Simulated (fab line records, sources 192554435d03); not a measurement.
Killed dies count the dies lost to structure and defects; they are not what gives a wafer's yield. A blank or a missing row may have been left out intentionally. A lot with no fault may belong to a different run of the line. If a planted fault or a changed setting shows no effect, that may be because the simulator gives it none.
Which tool was responsible? ; flow n5Finfet ; Sampling: 9 lots, 23 wafers, 7 of 1938 route steps

WHAT THE GAUGES READ, wafer by wafer
N5_FIN_SAQP_INSPECT_18: inspects for defects (brightfield). Usual: rawDefectCount at 414, with a standard deviation of 110.
lot;measured;on;rawDefectCount;flag
L912;day 1 21:27;defectInspect-01;308 426;
L913;day 2 04:58;defectInspect-02;436 439 270;
L929;day 6 04:08;defectInspect-02;272 310 407;
L930;day 6 09:59;defectInspect-01;245 315 323;
L931;day 6 15:17;defectInspect-01;265 392 472;
L932;day 6 21:26;defectInspect-02;416 559;
L933;day 7 03:26;defectInspect-02;628 589;
L934;day 7 09:20;defectInspect-02;480 355;
L935;day 7 16:39;defectInspect-02;357 419 172;

N5_BEOL_M4_RC_MEAS_101. Usual: DIBL_N 36.3 mV/V, standard deviation 1.6; DIBL_P 36.2 mV/V, standard deviation 2; IOFF_N 0.160 nA/um, standard deviation 0.028; IOFF_P 0.21 nA/um, standard deviation 0.036; ION_N 677 uA/um, standard deviation 11; ION_P 465 uA/um, standard deviation 6.9; SS_N 71.5 mV/dec, standard deviation 0.55; SS_P 73.3 mV/dec, standard deviation 0.64; VT_N 250 mV, standard deviation 3; VT_P -250 mV, standard deviation 3.5.
lot;measured;on;DIBL_N (mV/V);DIBL_P (mV/V);IOFF_N (nA/um);IOFF_P (nA/um);ION_N (uA/um);ION_P (uA/um);SS_N (mV/dec);SS_P (mV/dec);VT_N (mV);VT_P (mV);flag
L912;day 7 20:53;prober-01;40.7 39.1;40.5 38.7;0.246 0.186;0.30 0.25;688 671;472 466;71.9 72.2;73.7 74.2;243 247;-246 -248;
L913;day 8 00:02;prober-02;35.3 36.1 36.5;35.1 35.6 36.0;0.145 0.159 0.167;0.20 0.21 0.22;682 679 675;464 471 462;70.8 70.7 70.7;72.4 72.5 72.9;250 248 249;-248 -247 -251;
L932;day 13 12:14;prober-01;33.4 32.2;31.5 30.3;0.118 0.107;0.16 0.15;669 668;455 461;71.0 69.9;72.4 72.7;252 255;-255 -254;
L933;day 13 12:34;prober-02;34.3 34.5;34.8 34.4;0.135 0.128;0.20 0.18;665 665;463 462;71.1 70.9;73.0 73.1;251 253;-249 -252;
L934;day 13 18:03;prober-01;36.7 35.5;35.4 34.4;0.172 0.151;0.21 0.20;682 684;463 465;71.5 71.0;73.3 73.7;247 246;-250 -248;
L935;day 13 21:29;prober-02;36.5 35.6 36.0;36.4 35.2 35.8;0.155 0.144 0.139;0.19 0.16 0.17;671 678 670;453 456 452;72.0 71.4 71.6;73.5 73.4 73.5;250 251 249;-254 -257 -253;

WHAT TOOL EACH LOT RAN ON (gives the tool, then ch and the chambers of the sampled wafers, and finally the start)
lot;N5_FIN_SAQP_ETCH_51;N5_FIN_SAQP_MANDREL_ETCH_58;N5_FIN_SAQP_ETCH_69;N5_FIN_SAQP_SPACER2_ETCHBACK_29;N5_FIN_SAQP_STRIP_77
L912;rieDiel-06 ch 2,3, day 1 21:31;rieSi-02 ch 1,2, day 1 23:44;rieDiel-03 ch 2,3, day 2 00:16;rieDiel-06 ch 2,3, day 2 01:51;rieDiel-03 ch 1,3, day 2 02:11
L913;rieDiel-06 ch 1,2, day 2 05:18;rieSi-06 ch 0,2,3, day 2 07:50;rieDiel-03 ch 1,2, day 2 08:44;rieDiel-02 ch 1,2,3, day 2 09:57;rieDiel-03 ch 0,1, day 2 10:17
L929;rieDiel-06 ch 0,1,2, day 6 04:13;rieSi-02 ch 0,2,3, day 6 06:37;rieDiel-06 ch 0,2, day 6 07:09;rieDiel-02 ch 0,1,2, day 6 08:08;rieDiel-06 ch 1,2, day 6 08:28
L930;rieDiel-02 ch 0,1,2, day 6 10:03;rieSi-06 ch 0,1,2, day 6 12:20;rieDiel-02 ch 0,1,2, day 6 12:59;rieDiel-02 ch 0,1,2, day 6 13:39;rieDiel-03 ch 1,2,3, day 6 14:01
L931;rieDiel-03 ch 2,3, day 6 15:22;rieSi-06 ch 0,1,3, day 6 17:31;rieDiel-03 ch 0,1,2, day 6 18:03;rieDiel-06 ch 1,2, day 6 18:47;rieDiel-03 ch 1,2,3, day 6 19:08
L932;rieDiel-03 ch 0,1, day 6 21:31;rieSi-06 ch 2,3, day 7 00:05;rieDiel-06 ch 0,1, day 7 00:37;rieDiel-06 ch 0,1, day 7 01:15;rieDiel-02 ch 0,3, day 7 01:38
L933;rieDiel-03 ch 3, day 7 03:30;rieSi-02 ch 0, day 7 05:59;rieDiel-03 ch 0,2, day 7 06:31;rieDiel-02 ch 1,2, day 7 07:09;rieDiel-02 ch 0,1, day 7 07:29
L934;rieDiel-03 ch 0,2, day 7 09:53;rieSi-04 ch 3, day 7 12:12;rieDiel-06 ch 1,3, day 7 12:44;rieDiel-02 ch 0,2, day 7 13:31;rieDiel-03 ch 0,3, day 7 13:52
L935;rieDiel-02 ch 1,2,3, day 7 16:43;rieSi-06 ch 1,3, day 7 18:56;rieDiel-02 ch 1,2,3, day 7 19:38;rieDiel-06 ch 1,2,3, day 7 20:18;rieDiel-02 ch 0,2,3, day 7 20:41
- N5_FIN_SAQP_ETCH_51: etches SiARC in CF4, target depth 45.5 nm, time 75.8 s.
- N5_FIN_SAQP_MANDREL_ETCH_58: etches a-Si in HBr/Cl2, stops on SiNx, target depth 45 nm, bt time 10 s, time 27 s.
- N5_FIN_SAQP_ETCH_69: etches SOC in N2/H2, stops on SiNx, target depth 150 nm.
- N5_FIN_SAQP_SPACER2_ETCHBACK_29: etches SiO2 in CHF3/O2, target depth 12.2 nm, time 6.1 s.
- N5_FIN_SAQP_STRIP_77: strips in N2/H2, time 90 s.

WHAT THE TOOLS THEMSELVES READ (means of the sampled wafers that have a number; where no wafer has one, the mark that the record gives instead)
N5_FIN_SAQP_ETCH_51. Usual: biasW 35.98 W, standard deviation 0.11; cf4FlowSccm 100.03 sccm, standard deviation 0.26; drypumpMotorCurrentA 5.7 A, standard deviation 0.42; etchRfOnTimeS 74.9 s, standard deviation 1.8; oesProductAu 0.70 a.u., standard deviation 0.085; rfVppV 184.4 V, standard deviation 1.1; showerheadPlenumPTorr 2.17 Torr, standard deviation 0.065; throttleValvePct 15.50 %, standard deviation 0.28.
lot;tool;biasW (W);cf4FlowSccm (sccm);drypumpMotorCurrentA (A);etchRfOnTimeS (s);oesProductAu (a.u.);rfVppV (V);showerheadPlenumPTorr (Torr);throttleValvePct (%);flag
L912;rieDiel-06;36.02;100.16;5.4;72.0;0.70;185.6;2.23;15.41;
L913;rieDiel-06;36.09;99.88;5.8;74.8;0.69;183.3;2.12;15.48;
L929;rieDiel-06;35.93;100.02;5.8;75.2;0.74;184.5;2.17;15.21;
L930;rieDiel-02;36.00;100.00;5.9;74.9;0.67;185.5;2.14;15.69;
L931;rieDiel-03;36.08;99.88;5.6;76.0;0.75;184.1;2.20;15.40;
L932;rieDiel-03;35.95;99.97;5.9;74.9;0.76;183.9;2.21;15.61;
L933;rieDiel-03;35.95;100.20;5.6;76.5;0.73;184.2;2.17;15.29;
L934;rieDiel-03;35.98;100.00;5.8;75.0;0.74;186.2;2.21;15.75;
L935;rieDiel-02;36.05;100.09;5.4;76.0;0.62;184.4;2.15;15.54;

N5_FIN_SAQP_MANDREL_ETCH_58. Usual: HBr_flow_sccm 150.0 sccm, standard deviation 0.48; biasW 74.98 W, standard deviation 0.22; drypumpMotorCurrentA 5.96 A, standard deviation 0.29; oesProductAu 0.695 a.u., standard deviation 0.014; throttleValvePct 35.5 %, standard deviation 0.31.
lot;tool;HBr_flow_sccm (sccm);biasW (W);drypumpMotorCurrentA (A);oesProductAu (a.u.);throttleValvePct (%);flag
L912;rieSi-02;150.2;75.25;5.95;0.696;35.7;
L913;rieSi-06;149.8;75.14;6.12;0.682;35.5;
L929;rieSi-02;-;-;-;-;-;OFF
L930;rieSi-06;-;-;-;-;-;OFF
L931;rieSi-06;-;-;-;-;-;OFF
L932;rieSi-06;149.7;74.68;6.08;0.706;35.6;
L933;rieSi-02;150.9;74.96;6.25;0.716;35.5;
L934;rieSi-04;150.2;74.98;6.24;0.714;35.2;
L935;rieSi-06;149.7;75.33;5.69;0.689;35.8;

N5_FIN_SAQP_ETCH_69. Usual: for biasW, 60.98 W with a standard deviation of 0.18; for chamberPressureMTorr, 30.000 mTorr with a standard deviation of 0.027; for drypumpMotorCurrentA, 5.7 A with a standard deviation of 0.41; for oesProductAu, 0.82 a.u. with a standard deviation of 0.093; for rfVppV, 241.1 V with a standard deviation of 1.5; for showerheadPlenumPTorr, 2.57 Torr with a standard deviation of 0.1; for throttleValvePct, 17.8 % with a standard deviation of 0.3.
lot;tool;biasW (W);chamberPressureMTorr (mTorr);drypumpMotorCurrentA (A);oesProductAu (a.u.);rfVppV (V);showerheadPlenumPTorr (Torr);throttleValvePct (%);flag
L912;rieDiel-03;60.90;29.984;5.5;0.69;241.1;2.51;18.1;
L913;rieDiel-03;61.06;29.976;5.5;0.70;238.9;2.41;18.3;
L929;rieDiel-06;60.88;30.014;5.4;0.33;242.6;2.64;17.4;OFF
L930;rieDiel-02;61.04;29.977;5.9;0.29;239.9;2.53;17.9;OFF
L931;rieDiel-03;60.95;29.985;5.8;0.34;243.0;2.66;17.8;OFF
L932;rieDiel-06;61.09;29.993;6.2;0.82;241.2;2.58;17.5;
L933;rieDiel-03;60.89;30.010;5.8;0.86;241.2;2.65;18.1;
L934;rieDiel-06;61.02;29.986;5.9;0.81;240.8;2.56;17.6;
L935;rieDiel-02;60.91;30.007;5.4;0.72;241.6;2.56;17.7;

N5_FIN_SAQP_SPACER2_ETCHBACK_29. Usual: CHF3_flow_sccm 49.98 sccm, standard deviation 0.15; O2_flow_sccm 5.000 sccm, standard deviation 0.015; drypumpMotorCurrentA 5.7 A, standard deviation 0.46; oesProductAu 0.82 a.u., standard deviation 0.099; rfVppV 526 V, standard deviation 9; showerheadPlenumPTorr 2.44 Torr, standard deviation 0.074; throttleValvePct 18.78 %, standard deviation 0.28.
lot;tool;CHF3_flow_sccm (sccm);O2_flow_sccm (sccm);drypumpMotorCurrentA (A);oesProductAu (a.u.);rfVppV (V);showerheadPlenumPTorr (Torr);throttleValvePct (%);flag
L912;rieDiel-06;49.92;5.013;5.4;0.81;524;2.52;18.73;
L913;rieDiel-02;49.76;4.996;5.4;0.77;527;2.44;18.75;
L929;rieDiel-02;50.07;4.996;5.9;0.30;527;2.41;18.87;OFF
L930;rieDiel-02;49.92;4.999;5.9;0.29;527;2.41;18.87;OFF
L931;rieDiel-06;49.92;5.003;5.4;0.32;523;2.42;18.45;OFF
L932;rieDiel-06;50.06;5.021;6.1;0.83;530;2.44;18.61;
L933;rieDiel-02;49.95;5.006;5.7;0.68;532;2.42;18.94;
L934;rieDiel-02;49.94;5.006;6.0;0.81;524;2.38;19.07;
L935;rieDiel-06;49.83;5.011;5.7;0.85;523;2.44;18.66;

N5_FIN_SAQP_STRIP_77. Usual: drypumpMotorCurrentA 5.7 A, standard deviation 0.43; oesProductAu 0.81 a.u., standard deviation 0.11; rfVppV 45.4 V, standard deviation 0.88; showerheadPlenumPTorr 3.40 Torr, standard deviation 0.12; throttleValvePct 12.2 %, standard deviation 0.31.
lot;tool;drypumpMotorCurrentA (A);oesProductAu (a.u.);rfVppV (V);showerheadPlenumPTorr (Torr);throttleValvePct (%);flag
L912;rieDiel-03;5.7;0.69;45.2;3.33;12.4;
L913;rieDiel-03;6.0;0.84;46.1;3.35;12.3;
L929;rieDiel-06;5.4;0.88;44.8;3.38;11.9;
L930;rieDiel-03;5.6;0.91;45.6;3.54;12.0;
L931;rieDiel-03;5.6;0.92;45.7;3.54;12.0;
L932;rieDiel-02;5.7;0.92;45.4;3.38;12.1;
L933;rieDiel-02;6.1;0.83;46.3;3.38;12.3;
L934;rieDiel-03;5.9;0.85;46.2;3.42;12.2;
L935;rieDiel-02;5.7;0.81;43.9;3.35;12.2;

THE ANSWER, worked out from the rows above alone
Rule: a lot is off if the mean of its wafers that have a number lies more than 3 standard deviations from the usual mean. A lot without any number at a reading at which 4 lots or more have one is off too. All remaining lots with rows at the step are treated as sound. First the gauges in route order, then the tools' own readings, where a lot's mean is used as printed above. At the first step where some lot is off, the reading lying furthest off is the one used; lots without a number count as furthest.
Off: L929, L930, L931, at N5_FIN_SAQP_MANDREL_ETCH_58 (HBr_flow_sccm). Without a number there: L929, L930, L931.
If a tool, at that step or one of the process steps before it, ran each lot that is off and ran no sound lot following the first of them, it fits. Of those tried, none fits.

WHAT THE SIMULATOR HAD PUT IN
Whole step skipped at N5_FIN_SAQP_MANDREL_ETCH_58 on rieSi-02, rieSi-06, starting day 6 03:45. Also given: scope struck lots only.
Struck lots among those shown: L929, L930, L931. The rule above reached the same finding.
